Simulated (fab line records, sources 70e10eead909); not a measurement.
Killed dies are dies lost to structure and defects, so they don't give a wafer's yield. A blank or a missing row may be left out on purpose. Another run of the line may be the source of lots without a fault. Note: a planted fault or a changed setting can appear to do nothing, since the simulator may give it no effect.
The tool behind it: which one? -- flow nand_harc -- 33 wafers from 11 lots sampled at 5 of the route's 1302 steps

WHAT EACH GAUGE READ, for each wafer
NHARC_P_ZERO_WELL_CD_MEAS_52: target cd 2000 nm.
lot,measured,on,cd_nm (nm)
L109,day 2 01:48,cd_sem-01,2002.4 1999.8 1999.6
L111,day 2 21:56,cd_sem-01,1998.3 1997.3 1995.7
L112,day 3 07:47,cd_sem-03,2000.7 1998.7 1999.7
L113,day 3 17:44,cd_sem-03,2000.8 2001.7 1999.5
L114,day 4 03:49,cd_sem-02,1997.3 1999.0 1999.5
L115,day 4 13:54,cd_sem-02,1997.9 2000.3 1997.8
L116,day 4 23:59,cd_sem-02,1999.9 2002.0 2001.4
L117,day 5 09:50,cd_sem-01,2000.7 1998.8 2002.1
L120,day 6 15:55,cd_sem-02,1999.4 2002.3 2002.9
L129,day 10 09:59,cd_sem-01,2045.6 2001.2 2042.4 2045.7 2000.9 2042.4
L132,day 11 15:56,cd_sem-02,2003.8 2003.8 2003.1

NHARC_P_ZERO_WELL_INSPECT_43.
lot,measured,on,raw_defect_count
L109,day 2 03:37,defect_inspect-01,18 5 11
L111,day 2 23:44,defect_inspect-02,3 7 9
L112,day 3 09:40,defect_inspect-01,5 7 12
L113,day 3 19:33,defect_inspect-02,12 16 7
L114,day 4 05:36,defect_inspect-01,20 10 25
L115,day 4 15:45,defect_inspect-01,14 10 13
L116,day 5 01:53,defect_inspect-02,21 17 17
L117,day 5 11:40,defect_inspect-02,13 13 11
L120,day 6 17:44,defect_inspect-02,15 9 8
L129,day 10 16:21,defect_inspect-01,7 16 8
L132,day 11 17:46,defect_inspect-01,13 25 16

WHAT TOOL EACH LOT RAN ON (gives the tool, then ch and the chambers of the sampled wafers, and finally the start)
lot,NHARC_P_ZERO_WELL_DESCUM_13,NHARC_P_ZERO_WELL_ETCH_62,NHARC_P_ZERO_WELL_EXPOSE_49
L109,"rie_diel-07 ch 1,2, day 1 21:24","rie_diel-07 ch 0,1,3, day 2 01:38 or earlier","krf_scanner-02 ch 0, day 2 01:38"
L111,"rie_diel-11 ch 2,3, day 2 17:24","rie_diel-11 ch 0,1,3, day 2 21:47 or earlier","krf_scanner-03 ch 0, day 2 21:47"
L112,"rie_diel-11 ch 0,1,2, day 3 03:23","rie_diel-11 ch 0,2,3, day 3 07:38 or earlier","krf_scanner-02 ch 0, day 3 07:38"
L113,"rie_diel-10 ch 1,2, day 3 13:25","rie_diel-10 ch 0,2,3, day 3 17:35 or earlier","krf_scanner-02 ch 0, day 3 17:35"
L114,"rie_diel-11 ch 0,1,3, day 3 23:27","rie_diel-11 ch 0,1, day 4 03:39 or earlier","krf_scanner-03 ch 0, day 4 03:39"
L115,"rie_diel-07 ch 0,3, day 4 09:23","rie_diel-07 ch 1,2,3, day 4 13:45 or earlier","krf_scanner-02 ch 0, day 4 13:45"
L116,"rie_diel-07 ch 0,1,2, day 4 19:30","rie_diel-07 ch 0,1,3, day 4 23:50 or earlier","krf_scanner-04 ch 0, day 4 23:50"
L117,"rie_diel-07 ch 0,2,3, day 5 05:18","rie_diel-07 ch 0,2, day 5 09:40 or earlier","krf_scanner-02 ch 0, day 5 09:40"
L120,"rie_diel-07 ch 1,2,3, day 6 11:35","rie_diel-07 ch 0,1,3, day 6 15:46 or earlier","krf_scanner-02 ch 0, day 6 15:46"
L129,"rie_diel-10 ch 1,3, day 10 05:23","rie_diel-10 ch 1,2,3, day 10 09:49 or earlier","krf_scanner-02 ch 0, day 10 09:49"
L132,"rie_diel-11 ch 1,2,3, day 11 11:25","rie_diel-11 ch 1,2, day 11 15:47 or earlier","krf_scanner-04 ch 0, day 11 15:47"
- NHARC_P_ZERO_WELL_DESCUM_13: chemistry O2, time 3 s.
- NHARC_P_ZERO_WELL_ETCH_62: etches the open film in CHF3/Ar, target depth 13 nm, time 6.5 s.
- NHARC_P_ZERO_WELL_EXPOSE_49: exposes mask P HVPW, target cd 2000 nm.

WHAT THE TOOLS THEMSELVES READ (means of the sampled wafers that have a number; where no wafer has one, the mark that the record gives instead)
NHARC_P_ZERO_WELL_DESCUM_13.
lot,tool,drypump_motor_current_A (A),oes_product_au (a.u.),rf_vpp_V (V),showerhead_plenum_p_Torr (Torr),throttle_valve_pct (%)
L109,rie_diel-07,6.0,0.988,58.0,1.87,11.316
L111,rie_diel-11,5.8,1.007,58.2,1.92,11.309
L112,rie_diel-11,5.7,1.000,57.4,1.88,11.308
L113,rie_diel-10,5.9,1.002,57.8,1.86,11.315
L114,rie_diel-11,6.0,1.014,58.5,1.92,11.311
L115,rie_diel-07,5.7,1.005,58.0,1.91,11.322
L116,rie_diel-07,5.7,0.992,57.2,1.89,11.306
L117,rie_diel-07,5.6,1.004,58.2,1.88,11.311
L120,rie_diel-07,6.0,0.995,57.8,1.89,11.318
L129,rie_diel-10,6.2,1.010,58.1,1.93,11.311
L132,rie_diel-11,6.0,1.010,57.4,1.94,11.309

NHARC_P_ZERO_WELL_ETCH_62.
lot,tool,drypump_motor_current_A (A),oes_product_au (a.u.),rf_vpp_V (V),showerhead_plenum_p_Torr (Torr),throttle_valve_pct (%)
L109,rie_diel-07,5.8,0.957,371.8,2.36,20.213
L111,rie_diel-11,6.0,0.979,370.4,2.36,20.218
L112,rie_diel-11,5.7,0.971,369.7,2.31,20.210
L113,rie_diel-10,6.0,0.978,370.6,2.33,20.213
L114,rie_diel-11,6.0,0.977,371.0,2.35,20.214
L115,rie_diel-07,6.0,0.966,369.6,2.32,20.214
L116,rie_diel-07,5.8,0.978,370.5,2.35,20.208
L117,rie_diel-07,5.6,0.965,369.3,2.26,20.224
L120,rie_diel-07,5.8,0.974,370.2,2.35,20.217
L129,rie_diel-10,5.9,0.973,369.4,2.30,20.213
L132,rie_diel-11,6.1,0.979,371.4,2.36,20.217

NHARC_P_ZERO_WELL_EXPOSE_49.
lot,tool,focus_offset_nm (nm)
L109,krf_scanner-02,-0.0
L111,krf_scanner-03,-0.3
L112,krf_scanner-02,-0.3
L113,krf_scanner-02,-0.3
L114,krf_scanner-03,0.1
L115,krf_scanner-02,0.2
L116,krf_scanner-04,-0.5
L117,krf_scanner-02,-0.2
L120,krf_scanner-02,0.1
L129,krf_scanner-02,-0.1
L132,krf_scanner-04,-0.2

THE ANSWER, worked out from the rows above alone
Rule: usual is defined by the lots themselves. Put in order of their means at a reading, lots are off if they are a third of the lots or fewer, leave a main group of 4 or more, and stand apart from it by a gap of 3 or more times the standard deviation of the main group's means; of several such gaps the widest counts. If all means in a main group match to the digits the tables above print for the reading, that group is not used. A lot without any number at a reading at which 4 lots or more have one is off too. Any other lot the step has rows for is counted as sound. The gauges are gone through in route order, then the tools' own readings, and for those a lot's mean is taken as printed above. The first step at which some lot is off is used, and at that step the reading that is off furthest; a lot without a number counts as furthest.
Off, at NHARC_P_ZERO_WELL_CD_MEAS_52 on cd_nm: L129. The main group: mean 2000.2 nm, standard deviation 1.7.
A tool fits if, at a process step before that reading, it ran every lot that is off, and no sound lot after the first of them. The gauges at NHARC_P_ZERO_WELL_CD_MEAS_52 are tried like those tools. NHARC_P_ZERO_WELL_ETCH_62 gives no start for some lots, so the hours and the order of its lots are those of NHARC_P_ZERO_WELL_EXPOSE_49. Can't be told from this: 3 tools fit, rie_diel-10 at NHARC_P_ZERO_WELL_DESCUM_13 and NHARC_P_ZERO_WELL_ETCH_62, krf_scanner-02 at NHARC_P_ZERO_WELL_EXPOSE_49, cd_sem-01 at NHARC_P_ZERO_WELL_CD_MEAS_52.

WHAT THE SIMULATOR HAD INSERTED
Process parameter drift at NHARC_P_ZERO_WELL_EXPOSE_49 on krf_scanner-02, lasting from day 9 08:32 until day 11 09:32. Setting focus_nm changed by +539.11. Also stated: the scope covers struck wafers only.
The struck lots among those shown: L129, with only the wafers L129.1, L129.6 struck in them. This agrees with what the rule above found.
